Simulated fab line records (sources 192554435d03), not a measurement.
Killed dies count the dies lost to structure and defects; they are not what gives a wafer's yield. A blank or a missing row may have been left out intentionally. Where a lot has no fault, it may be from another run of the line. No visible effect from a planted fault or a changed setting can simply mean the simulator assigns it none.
What tool caused it?    flow n5_finfet    36 wafers from 12 lots sampled at 5 of the route's 1938 steps

== WHAT THE GAUGES SHOWED, per wafer ==
N5_FIN_CUT_OVL_MEAS_09.
lot   measured     on          FIN_CUT_OVL (nm)
L075  day 2 09:37  overlay-01  -0.1 -0.4 -1.5
L077  day 2 21:06  overlay-02  0.6 0.1 0.5
L079  day 3 08:23  overlay-01  -1.3 -0.3 0.3
L081  day 3 21:15  overlay-01  0.1 0.2 -0.2
L083  day 4 09:24  overlay-02  -0.1 -0.1 0.4
L085  day 4 22:35  overlay-02  -0.8 1.4 0.5
L087  day 5 08:33  overlay-01  -1.2 -0.9 -0.8
L089  day 5 21:31  overlay-01  0.4 -0.1 0.7
L091  day 6 09:55  overlay-02  -0.7 0.2 -1.3
L093  day 6 21:46  overlay-02  0.7 0.6 1.4
L095  day 7 08:45  overlay-02  0.0 -1.0 -0.9
L097  day 7 21:59  overlay-02  -1.5 -1.0 0.0

== TOOL THAT RAN EACH LOT (tool first, then ch and the chambers of the sampled wafers, then the start) ==
lot   N5_WELL_APT_DESCUM_30              N5_FIN_SAQP_SPACER1_ALD_24        N5_FIN_SAQP_ETCH_65              N5_FIN_SAQP_MANDREL_ETCH_58
L075  rie_diel-06 ch 0,3, day 1 21:28    ald_sin-03 ch 0,2,3, day 2 05:10  rie_si-06 ch 1,2,3, day 2 06:16  rie_si-06 ch 1,2,3, day 2 06:17
L077  rie_diel-05 ch 0,2, day 2 08:55    ald_sin-02 ch 0,3, day 2 17:35    rie_si-06 ch 0,1,2, day 2 18:40  rie_si-06 ch 0,1,2, day 2 18:41
L079  rie_diel-05 ch 0,1, day 2 20:54    ald_sin-04 ch 1,3, day 3 04:29    rie_si-06 ch 0,1, day 3 05:34    rie_si-06 ch 0,1, day 3 05:35
L081  rie_diel-04 ch 1,3, day 3 09:16    ald_sin-02 ch 1,2,3, day 3 17:11  rie_si-06 ch 0,1, day 3 18:31    rie_si-06 ch 0,1, day 3 18:33
L083  rie_diel-06 ch 0,1,3, day 3 21:55  ald_sin-03 ch 0,2,3, day 4 05:44  rie_si-05 ch 1,2,3, day 4 07:05  rie_si-05 ch 1,2,3, day 4 07:07
L085  rie_diel-05 ch 0,1,2, day 4 09:17  ald_sin-02 ch 0,2,3, day 4 19:01  rie_si-03 ch 2,3, day 4 20:05    rie_si-03 ch 2,3, day 4 20:07
L087  rie_diel-04 ch 0,1,2, day 4 21:02  ald_sin-03 ch 0,1,3, day 5 04:41  rie_si-06 ch 1,3, day 5 05:46    rie_si-06 ch 1,3, day 5 05:48
L089  rie_diel-05 ch 0,1,2, day 5 09:32  ald_sin-03 ch 0,1,3, day 5 17:48  rie_si-05 ch 1,2, day 5 19:02    rie_si-05 ch 1,2, day 5 19:04
L091  rie_diel-05 ch 0,1,3, day 5 21:10  ald_sin-02 ch 0,2, day 6 05:05    rie_si-03 ch 1,2,3, day 6 06:11  rie_si-03 ch 1,2,3, day 6 06:13
L093  rie_diel-04 ch 2,3, day 6 08:53    ald_sin-02 ch 0,2, day 6 17:07    rie_si-03 ch 0,1,3, day 6 18:13  rie_si-03 ch 0,1,3, day 6 18:14
L095  rie_diel-06 ch 0,2,3, day 6 21:09  ald_sin-04 ch 1,2,3, day 7 05:10  rie_si-03 ch 0,1,3, day 7 06:14  rie_si-03 ch 0,1,3, day 7 06:16
L097  rie_diel-06 ch 1,2, day 7 08:50    ald_sin-02 ch 2,3, day 7 18:07    rie_si-06 ch 0,1,2, day 7 19:17  rie_si-06 ch 0,1,2, day 7 19:19
- N5_WELL_APT_DESCUM_30: chemistry O2, time 7.9 s.
- N5_FIN_SAQP_SPACER1_ALD_24: deposits SiO2, target thk 20.3 nm, pulse time 1 s, purge time 2 s.
- N5_FIN_SAQP_ETCH_65: etches SiO2 in CF4, target depth 4 nm, time 4.4 s.
- N5_FIN_SAQP_MANDREL_ETCH_58: etches a-Si in HBr/Cl2, stops on SiNx, target depth 45 nm, bt time 10 s, time 27 s.

== THE ANSWER, worked out from the rows above alone ==
Rule: the usual values come from the lots themselves. The widest of any qualifying gaps counts: lots, ordered by their means at a reading, are off when they make up no more than a third of the lots, leave a main group of 4 or more, and stand apart from it by 3 or more times the standard deviation of that group's means. The tables above print the reading to a certain number of digits; a main group whose means all agree to those digits is not used. Also off: a lot with no number at a reading for which 4 or more lots have one. All remaining lots with rows at the step are treated as sound.
None of the lots is off at any reading shown; this tells nothing.

== WHAT THE SIMULATOR PUT IN ==
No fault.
